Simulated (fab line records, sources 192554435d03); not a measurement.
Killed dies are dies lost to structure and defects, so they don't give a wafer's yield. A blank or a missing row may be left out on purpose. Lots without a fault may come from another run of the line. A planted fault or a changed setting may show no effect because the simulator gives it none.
A struck lot beside a sound one | flow n5_finfet | 39 steps out of a route of 1938
Sound: wafers L928.2, L928.3, L928.5. Struck: wafer L939.3. (L939.2 of the same lot was not struck and is left out.) The cause comes at the end.
At each step with rows: each side's tool, then ch and its chambers, then its first start. Under that, the readings that differ: sound wafers | struck wafers | difference of the means | sigmas: that difference in standard deviations of wafers without a fault.
alike: readings whose means differ by less than 2 such deviations, and words and numbers that are the same on both sides. not compared: withheld readings, readings that some wafer has no value for, bounds like >300 that may hide the same value, and numbers for which the record gives no deviation and whose values overlap.
The two part at a step that has a row with sigmas, a row that says differs or no value, or rows on one side only. Numbers that don't overlap but have no deviation are shown without sigmas and don't part them. A reading that every wafer of one side lacks parts them only if that side has two wafers or more.

first, 9 steps without rows for these wafers: N5_MOL_CONTACT_COAG_SPUTTER_130 (material Co, target thk 47.5 nm); N5_MOL_CONTACT_COAG_PRECLEAN_125 (cleans in DIW, time 57.5 s); N5_MOL_CONTACT_COAG_SRD_126 (dry time 32 s); N5_MOL_CONTACT_COAG_CMP_23 (polishes, stops on SiO2, t overpolish 1.5 s, target thk 0 nm); N5_MOL_CONTACT_COAG_WET_ETCH_26 (target Co, target depth 13 nm); N5_MOL_CONTACT_COAG_WET_ETCH_116 (etches the open film in SC1-inhibited, target depth 4.6 nm, rinse time 30 s); N5_MOL_CONTACT_COAG_ALD_27 (deposits SiOC, target thk 17 nm, pulse time 1.5 s, time 2720 s); N5_MOL_CONTACT_COAG_CMP_28 (polishes, stops on SiNx, t overpolish 0.85 s, target thk 14.522 nm); N5_MOL_CONTACT_COAG_ALD_123 (deposits SiNx, target thk 5 nm, pulse time 1 s, purge time 2 s).
N5_MOL_CONTACT_COAG_PECVD_31: deposits SiO2 from TEOS/O2, target thk 46 nm, time 8.9 s.
  sound on pecvd-04 ch 0,1, day 5 20:00; struck on pecvd-04 ch 2, day 8 12:25
  reading                                             | sound        | struck | difference | sigmas
  model.SiO2_of_MOL_CONTACT_COAG_PECVD_31.thk_nm (nm) | 46.2 46 46.4 | 40.2   | -6.0       |
  not compared: susceptor_temp_C
then, 19 steps without rows for these wafers: N5_MOL_CONTACT_COAG_COAT_75 (time 60 s, resist thk 60 nm); N5_MOL_CONTACT_COAG_COAT_76 (time 60 s, resist thk 10 nm); N5_MOL_CONTACT_COAG_COAT_77 (time 60 s, resist thk 10 nm); N5_MOL_CONTACT_COAG_COAT_78 (resist thk 40 nm); N5_MOL_CONTACT_COAG_EBR_80; N5_MOL_CONTACT_COAG_SOFTBAKE_79 (time 60 s); N5_MOL_CONTACT_COAG_EXPOSE_81 (exposes mask VG, defocus 0 nm); N5_MOL_CONTACT_COAG_PEB_82 (peb time 60 s); N5_MOL_CONTACT_COAG_DEVELOP_83 (develop time 30 s); N5_MOL_CONTACT_COAG_DESCUM_88 (chemistry O2, time 7 s); N5_MOL_CONTACT_COAG_ETCH_89 (etches underlayer in N2/H2, target depth 13 nm, time 10.4 s); N5_MOL_CONTACT_COAG_ETCH_90 (etches SiARC in CF4, target depth 13 nm, time 21.7 s); N5_MOL_CONTACT_COAG_ALD_131 (deposits SiO2, target thk 5 nm, pulse time 1 s, co reactant pulse time 1 s); N5_MOL_CONTACT_COAG_ETCHBACK_132 (etches SiO2 in CHF3, target depth 10 nm, time 6.7 s); N5_MOL_CONTACT_COAG_ETCH_91 (etches SOC in N2/H2, target depth 60 nm, overetch 21 nm, time 101.2 s); N5_MOL_CONTACT_COAG_STRIP_92 (strips in N2/H2); N5_MOL_CONTACT_COAG_STRIP_93 (strips in N2/H2); N5_MOL_CONTACT_COAG_ETCHBACK_135 (etches SiO2 in CHF3, target depth 25 nm, time 16.7 s); N5_MOL_CONTACT_COAG_STRIP_118 (strips in CHF3).
N5_MOL_CONTACT_COAG_VIA_ETCH_46: etches SiO2 in C4F6/O2, target depth 46 nm, overetch 9.2 nm, time 40 s.
  sound on rie_diel-04 ch 1,2,3, day 5 21:12; struck on rie_diel-04 ch 1, day 8 13:38
  reading                  | sound            | struck | difference | sigmas
  model.etch.depth_nm (nm) | 46.13 45.92 46.4 | 40.22  | -5.93      |
  alike: chamber_pressure_mTorr, drypump_motor_current_A, oes_product_au, rf_vpp_V, showerhead_plenum_p_Torr, throttle_valve_pct
  not compared: rf_hours_counter_h
then, 5 steps without rows for these wafers: N5_MOL_CONTACT_COAG_STRIP_96 (strips in N2/H2); N5_MOL_CONTACT_COAG_ETCH_47 (etches SiNx in CH3F/O2, stops on W, target depth 27 nm); N5_MOL_CONTACT_COAG_STRIP_119 (strips in N2/H2, time 30 s); N5_MOL_CONTACT_COAG_PRECLEAN_144 (cleans in alkaline clean, time 60 s); N5_MOL_CONTACT_COAG_SRD_145 (time 30 s).
N5_MOL_CONTACT_COAG_CMP_52: polishes, stops on SiO2, t overpolish 1.5 s, target thk 66.5 nm.
  sound on cmp-03 ch 0,2, day 5 23:18; struck on cmp-03 ch 2, day 8 16:35
  reading                                             | sound        | struck | difference | sigmas
  model.SiO2_of_MOL_CONTACT_COAG_PECVD_31.thk_nm (nm) | 44 43.8 44.4 | 38.2   | -5.9       |
  alike: motor_current_A
N5_MOL_CONTACT_COAG_THK_MEAS_53:
  sound on film_metro-01, day 5 23:35; struck on film_metro-02, day 8 16:52
  reading          | sound          | struck | difference | sigmas
  VIA_MOL_THK (nm) | 44.1 43.8 44.3 | 38.2   | -5.9       | -9
-- the record jumps here: 7 days lie between the struck wafers' starts before and after (it left off in module MOL_CONTACT_COAG and takes up again in module BEOL_M4, whose first step shown is number 1111 of the route) --
N5_BEOL_M4_RC_MEAS_101:
  sound on prober-01 ch 0, day 10 03:59; struck on prober-02 ch 0, day 15 19:02
  reading       | sound          | struck | difference | sigmas
  DIBL_P (mV/V) | 36.9 37.1 39.1 | 33.6   | -4.1       | -3
  alike: DIBL_N, IOFF_N, IOFF_P, ION_N, ION_P, SS_N, SS_P, VT_N, VT_P
-- the record jumps here: 5 days lie between the struck wafers' starts before and after (it left off in module BEOL_M4 and takes up again in module PASSIVATION, whose first step shown is number 1936 of the route) --
N5_PASSIVATION_PROBE_49:
  sound on prober-01, day 14 18:28; struck on prober-02, day 20 12:44
  reading         | sound  | struck | difference | sigmas
  killed_at_other | 13 4 7 | 0      | -8         | -3
  alike: defect_limited_yield, killed_at_M0_to_M3, killed_at_M4_up, killed_at_contacts, killed_at_front_end, killed_dies, killed_open, killed_short, sort_bin_5_function, sort_bin_6_memory, sort_n_pass, sort_yield_pct

WHERE THEY PART
First at N5_MOL_CONTACT_COAG_THK_MEAS_53; last, within this record, at N5_PASSIVATION_PROBE_49.

WHY: what the simulator had put in
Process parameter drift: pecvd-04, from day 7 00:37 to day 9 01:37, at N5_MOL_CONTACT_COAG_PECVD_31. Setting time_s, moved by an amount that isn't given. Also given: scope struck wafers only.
